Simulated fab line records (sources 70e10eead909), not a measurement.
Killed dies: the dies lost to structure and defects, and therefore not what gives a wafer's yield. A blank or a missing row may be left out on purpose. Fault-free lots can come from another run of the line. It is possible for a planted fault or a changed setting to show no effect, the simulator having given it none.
Matching of chambers || flow nand_harc || NHARC_A_STAIRCASE_DEP_322 on pecvd-04 has 3 sister chambers
The step deposits SiO2, target thk 7200 nm. 6 wafers are shown with their chamber, then 7 later ones without.

== WAFERS PAIRED WITH THEIR CHAMBERS ==
{"wafer": "L081.5", "chamber": 2, "heater_power_outer_w (W)": 401, "heater_power_w (W)": 648}
{"wafer": "L087.1", "chamber": 2, "heater_power_outer_w (W)": 467, "heater_power_w (W)": 728}
{"wafer": "L087.5", "chamber": 1, "heater_power_outer_w (W)": 290, "heater_power_w (W)": 518}
{"wafer": "L087.6", "chamber": 0, "heater_power_outer_w (W)": 299, "heater_power_w (W)": 533}
{"wafer": "L088.1", "chamber": 0, "heater_power_outer_w (W)": 379, "heater_power_w (W)": 680}
{"wafer": "L088.3", "chamber": 1, "heater_power_outer_w (W)": 370, "heater_power_w (W)": 624}

== WAFERS WITHOUT THEIR CHAMBER ==
{"wafer": "L088.4", "heater_power_outer_w (W)": 392, "heater_power_w (W)": 647}
{"wafer": "L090.2", "heater_power_outer_w (W)": 362, "heater_power_w (W)": 618}
{"wafer": "L090.3", "heater_power_outer_w (W)": 344, "heater_power_w (W)": 585}
{"wafer": "L090.6", "heater_power_outer_w (W)": 398, "heater_power_w (W)": 645}
{"wafer": "L096.2", "heater_power_outer_w (W)": 394, "heater_power_w (W)": 669}
{"wafer": "L096.3", "heater_power_outer_w (W)": 300, "heater_power_w (W)": 548}
{"wafer": "L096.5", "heater_power_outer_w (W)": 290, "heater_power_w (W)": 529}

== EACH ONE'S CHAMBER ==
{"wafer": "L088.4", "from the rows above": "can't be placed: 2 or 0 or 1", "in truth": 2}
{"wafer": "L090.2", "from the rows above": "can't be placed: 0 or 1 or 2", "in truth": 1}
{"wafer": "L090.3", "from the rows above": "can't be placed: 0 or 1 or 2", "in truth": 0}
{"wafer": "L090.6", "from the rows above": "can't be placed: 2 or 0 or 1", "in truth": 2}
{"wafer": "L096.2", "from the rows above": "can't be placed: 2 or 0 or 1", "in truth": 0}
{"wafer": "L096.3", "from the rows above": "can't be placed: 1 or 0", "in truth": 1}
{"wafer": "L096.5", "from the rows above": "can't be placed: 1 or 0", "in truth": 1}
0 of 7 placed correctly. Unplaceable from these rows: 7, with the true chamber sitting among the candidates in 7. 0 placed wrongly.
How it was worked out, from the rows above alone: a wafer's distance from a chamber is the root of the sum, over the readings, of the square of ((its reading less the chamber's mean) divided by the reading's scatter). The wafer belongs to the nearest chamber; if the next one is less than 2 further off, it can't be placed. Each chamber's mean is taken over the wafers shown for it. The scatter: the root of (the sum of the squares of (reading less its chamber's mean) over the shown wafers, divided by (wafers less chambers)).
